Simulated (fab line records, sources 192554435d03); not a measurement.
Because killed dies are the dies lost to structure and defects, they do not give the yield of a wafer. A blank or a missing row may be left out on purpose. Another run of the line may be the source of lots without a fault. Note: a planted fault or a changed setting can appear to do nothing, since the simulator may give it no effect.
What tool caused it? | flow n5_finfet | 12 lots, 36 wafers sampled, at 4 steps of a route of 1938

## WHAT THE GAUGES SHOWED, per wafer
N5_START_INSPECT_01: inspects for defects (unpatterned scan).
lot  | measured    | on                | raw_defect_count
L725 | day 1 12:02 | defect_inspect-02 | 9 5 4
L726 | day 1 18:02 | defect_inspect-02 | 3 4 6
L728 | day 2 06:02 | defect_inspect-02 | 7 3 4
L731 | day 3 00:02 | defect_inspect-01 | 9 5 9
L732 | day 3 06:02 | defect_inspect-01 | 6 7 12
L733 | day 3 12:02 | defect_inspect-01 | 6 7 8
L734 | day 3 18:02 | defect_inspect-01 | 7 4 3
L736 | day 4 06:02 | defect_inspect-01 | 2 4 3
L737 | day 4 12:02 | defect_inspect-01 | 10 5 6
L739 | day 5 00:02 | defect_inspect-02 | 9 10 9
L741 | day 5 12:02 | defect_inspect-01 | 5 4 10
L747 | day 7 00:02 | defect_inspect-01 | 6 4 7

N5_ZERO_LAYER_CD_MEAS_11 targets a cd of 2000 nm.
lot  | measured    | on        | cd_nm (nm)
L725 | day 1 12:39 | cd_sem-03 | 1999.3 2002.7 2001.2
L726 | day 1 18:38 | cd_sem-01 | 1997.0 2000.9 2001.2
L728 | day 2 06:58 | cd_sem-02 | 2002.3 2002.1 2000.6
L731 | day 3 00:40 | cd_sem-01 | 1999.1 1998.5 1999.2
L732 | day 3 06:46 | cd_sem-03 | 1998.7 1997.4 1997.3
L733 | day 3 12:47 | cd_sem-02 | 2009.5 2011.3 2009.5
L734 | day 3 18:47 | cd_sem-01 | 1998.4 1999.9 2000.3
L736 | day 4 06:46 | cd_sem-03 | 2005.4 2006.9 2007.9
L737 | day 4 12:47 | cd_sem-03 | 2000.2 2001.5 2000.7
L739 | day 5 00:46 | cd_sem-02 | 2005.5 2007.1 2006.4
L741 | day 5 12:46 | cd_sem-01 | 1998.6 1999.5 1999.8
L747 | day 7 00:46 | cd_sem-03 | 2001.4 2000.8 2000.7

N5_WELL_APT_CD_MEAS_25 targets a cd of 200 nm.
lot  | measured    | on        | cd_nm (nm)
L725 | day 1 15:04 | cd_sem-01 | 197.4 199.9 198.1
L726 | day 1 20:56 | cd_sem-03 | 201.7 201.5 202.4
L728 | day 2 09:31 | cd_sem-02 | 200.7 201.3 200.9
L731 | day 3 02:43 | cd_sem-02 | 199.3 200.9 198.5
L732 | day 3 08:56 | cd_sem-01 | 200.9 201.3 200.5
L733 | day 3 14:58 | cd_sem-03 | 201.8 200.1 200.5
L734 | day 3 21:18 | cd_sem-01 | 199.4 201.4 200.1
L736 | day 4 08:48 | cd_sem-02 | 200.8 201.7 197.9
L737 | day 4 15:18 | cd_sem-01 | 201.2 200.5 201.0
L739 | day 5 03:56 | cd_sem-01 | 201.5 201.8 200.2
L741 | day 5 14:52 | cd_sem-03 | 200.5 199.3 199.6
L747 | day 7 03:06 | cd_sem-03 | 199.6 200.2 199.0

## WHAT TOOL EACH LOT RAN ON (gives the tool, then ch and the chambers of the sampled wafers, and finally the start)
lot  | N5_ZERO_LAYER_EXPOSE_08
L725 | krf_scanner-02 ch 0, day 1 12:29
L726 | krf_scanner-02 ch 0, day 1 18:28
L728 | krf_scanner-02 ch 0, day 2 06:47
L731 | krf_scanner-02 ch 0, day 3 00:29
L732 | krf_scanner-01 ch 0, day 3 06:36
L733 | krf_scanner-02 ch 0, day 3 12:37
L734 | krf_scanner-01 ch 0, day 3 18:37
L736 | krf_scanner-02 ch 0, day 4 06:36
L737 | krf_scanner-01 ch 0, day 4 12:37
L739 | krf_scanner-02 ch 0, day 5 00:35
L741 | krf_scanner-01 ch 0, day 5 12:36
L747 | krf_scanner-01 ch 0, day 7 00:36
- N5_ZERO_LAYER_EXPOSE_08: exposes mask ZERO, defocus 0 nm, target cd 2000 nm.

## AS READ BY THE TOOLS THEMSELVES (means over the sampled wafers that have a number; for cases with no such wafer, the mark the record gives instead)
N5_ZERO_LAYER_EXPOSE_08.
lot  | tool           | exposure_dose_mJ_cm2
L725 | krf_scanner-02 | 16.19
L726 | krf_scanner-02 | 16.18
L728 | krf_scanner-02 | 16.22
L731 | krf_scanner-02 | 16.16
L732 | krf_scanner-01 | 16.36
L733 | krf_scanner-02 | 16.98
L734 | krf_scanner-01 | 16.38
L736 | krf_scanner-02 | 16.81
L737 | krf_scanner-01 | 16.36
L739 | krf_scanner-02 | 16.69
L741 | krf_scanner-01 | 16.40
L747 | krf_scanner-01 | 16.35

## THE ANSWER, worked out from the rows above alone
Rule: the usual values come from the lots themselves. Put in order of their means at a reading, lots are off if they are a third of the lots or fewer, leave a main group of 4 or more, and stand apart from it by a gap of 3 or more times the standard deviation of the main group's means; of several such gaps the widest counts. Not used: any main group whose means are identical at the precision the tables above print for the reading. Also off: a lot with no number at a reading for which 4 or more lots have one. Any other lot the step has rows for is counted as sound. Order of review: gauges by route order, followed by the tools' own readings, for which a lot's mean as printed above is used. At the first step where some lot is off, the reading lying furthest off is the one used; lots without a number count as furthest.
Off, at N5_ZERO_LAYER_CD_MEAS_11 on cd_nm: L733, L736, L739. The main group has a mean of 2000.0 nm with a standard deviation of 1.2.
A tool fits if, at a process step before that reading, it ran every lot that is off, and no sound lot after the first of them. The gauges at N5_ZERO_LAYER_CD_MEAS_11 aren't tried: what is off there is off at N5_ZERO_LAYER_EXPOSE_08 too, on other tools, and a gauge's error can't cause that. One candidate fits, namely krf_scanner-02 at N5_ZERO_LAYER_EXPOSE_08. Its last sound lot is L731 (day 3 00:29), its first lot that is off L733 (day 3 12:37): a fault that began between those two fits.
On the lots that are off, the tool's own readings at N5_ZERO_LAYER_EXPOSE_08 differ by more than 5 times the standard deviation of the sound lots' means, which bears it out; exposure_dose_mJ_cm2 reads 16.83 there versus 16.29 on the sound lots.

## WHAT HAD BEEN PUT IN BY THE SIMULATOR
Process parameter drift: krf_scanner-02, from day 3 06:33 on, at N5_ZERO_LAYER_EXPOSE_08. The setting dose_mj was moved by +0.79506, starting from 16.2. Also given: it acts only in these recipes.
Shown lots that were struck: L733, L736, L739. Same finding as the rule above.
